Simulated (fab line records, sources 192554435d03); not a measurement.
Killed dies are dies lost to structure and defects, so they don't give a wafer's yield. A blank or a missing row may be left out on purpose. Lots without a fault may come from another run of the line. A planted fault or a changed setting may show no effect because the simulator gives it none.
A struck lot beside a sound one | flow n5_finfet | 15 steps out of a route of 1938
Sound: wafers L873.2, L873.3, L873.6. Struck: wafers L885.1, L885.5. (L885.3 of the same lot was not struck and is left out.) The cause comes at the end.
At each step with rows: each side's tool, then ch and its chambers, then its first start. Under that, the readings that differ: sound wafers | struck wafers | difference of the means | sigmas: that difference in standard deviations of wafers without a fault.
alike: readings whose means differ by less than 2 such deviations, and words and numbers that are the same on both sides. not compared: withheld readings, readings that some wafer has no value for, bounds like >300 that may hide the same value, and numbers for which the record gives no deviation and whose values overlap.
The two part at a step that has a row with sigmas, a row that says differs or no value, or rows on one side only. Numbers that don't overlap but have no deviation are shown without sigmas and don't part them. A reading that every wafer of one side lacks parts them only if that side has two wafers or more.

first, 7 steps without rows for these wafers: N5_BEOL_M2_COAT_76 (time 60 s, resist thk 5 nm); N5_BEOL_M2_COAT_22 (resist thk 30 nm); N5_BEOL_M2_EBR_24; N5_BEOL_M2_SOFTBAKE_23 (time 60 s); N5_BEOL_M2_EXPOSE_25 (exposes mask V1, defocus 5 nm); N5_BEOL_M2_PEB_26 (peb time 60 s); N5_BEOL_M2_DEVELOP_27 (develop time 30 s).
N5_BEOL_M2_CD_MEAS_28: target cd 26.2 nm, target cd y 24.1 nm.
  sound on cd_sem-02 ch 0, day 7 14:14; struck on cd_sem-03 ch 0, day 10 10:49
  alike: cd_nm
N5_BEOL_M2_OVL_MEAS_29:
  sound on overlay-02 ch 0, day 7 14:16; struck on overlay-02 ch 0, day 10 10:50
  alike: V1_OVL
N5_BEOL_M2_INSPECT_30: inspects for defects (brightfield).
  sound on defect_inspect-02, day 7 14:19; struck on defect_inspect-01, day 10 10:54
  reading          | sound       | struck  | difference | sigmas
  raw_defect_count | 752 629 588 | 340 421 | -276       | -3
N5_BEOL_M2_DESCUM_33: chemistry O2, time 7 s.
  sound on rie_diel-04 ch 0,2,3, day 7 14:22; struck on rie_diel-03 ch 2,3, day 10 10:56
  alike: drypump_motor_current_A, oes_product_au, rf_vpp_V, showerhead_plenum_p_Torr, throttle_valve_pct
  not compared: rf_hours_counter_h
N5_BEOL_M2_ETCH_77: etches underlayer in N2/H2, target depth 6.5 nm, time 5.2 s.
  sound on rie_diel-04 ch 0,2,3, day 7 14:23; struck on rie_diel-03 ch 2,3, day 10 10:58
  alike: bias_w, drypump_motor_current_A, etch_rf_on_time_s, oes_product_au, rf_vpp_V, showerhead_plenum_p_Torr, throttle_valve_pct
  not compared: rf_hours_counter_h
N5_BEOL_M2_ETCH_69: etches SiARC in CF4, target depth 15.6 nm, time 26 s.
  sound on rie_diel-04 ch 0,2,3, day 7 14:25; struck on rie_diel-03 ch 2,3, day 10 10:59
  reading               | sound          | struck    | difference | sigmas
  etch_rf_on_time_s (s) | 25.4 27.0 25.8 | 15.3 15.2 | -10.8      | -18
  oes_product_au (a.u.) | 0.72 0.64 0.62 | 1.05 0.81 | +0.27      | +3
  alike: bias_w, cf4_flow_sccm, drypump_motor_current_A, mfc_ar_sccm, rf_vpp_V, showerhead_plenum_p_Torr, throttle_valve_pct
  not compared: rf_hours_counter_h
N5_BEOL_M2_ALD_98: deposits SiO2, target thk 2.5 nm, pulse time 1 s, co reactant pulse time 1 s.
  sound on ald_sin-02 ch 1,2,3, day 7 14:34; struck on ald_sin-04 ch 3, day 10 11:04
  alike: heater_power_w, precursor_pulse_height_rel
N5_BEOL_M4_RC_MEAS_101:
  sound on prober-02 ch 0, day 9 04:14; struck on prober-02 ch 0, day 12 00:11
  reading       | sound          | struck    | difference | sigmas
  SS_N (mV/dec) | 71.5 71.6 70.0 | 71.8 73.4 | +1.6       | +2
  alike: DIBL_N, DIBL_P, IOFF_N, IOFF_P, ION_N, ION_P, SS_P, VT_N, VT_P

WHERE THEY PART
First at N5_BEOL_M2_INSPECT_30; last, within this record, at N5_BEOL_M4_RC_MEAS_101.

WHY: what the simulator had put in
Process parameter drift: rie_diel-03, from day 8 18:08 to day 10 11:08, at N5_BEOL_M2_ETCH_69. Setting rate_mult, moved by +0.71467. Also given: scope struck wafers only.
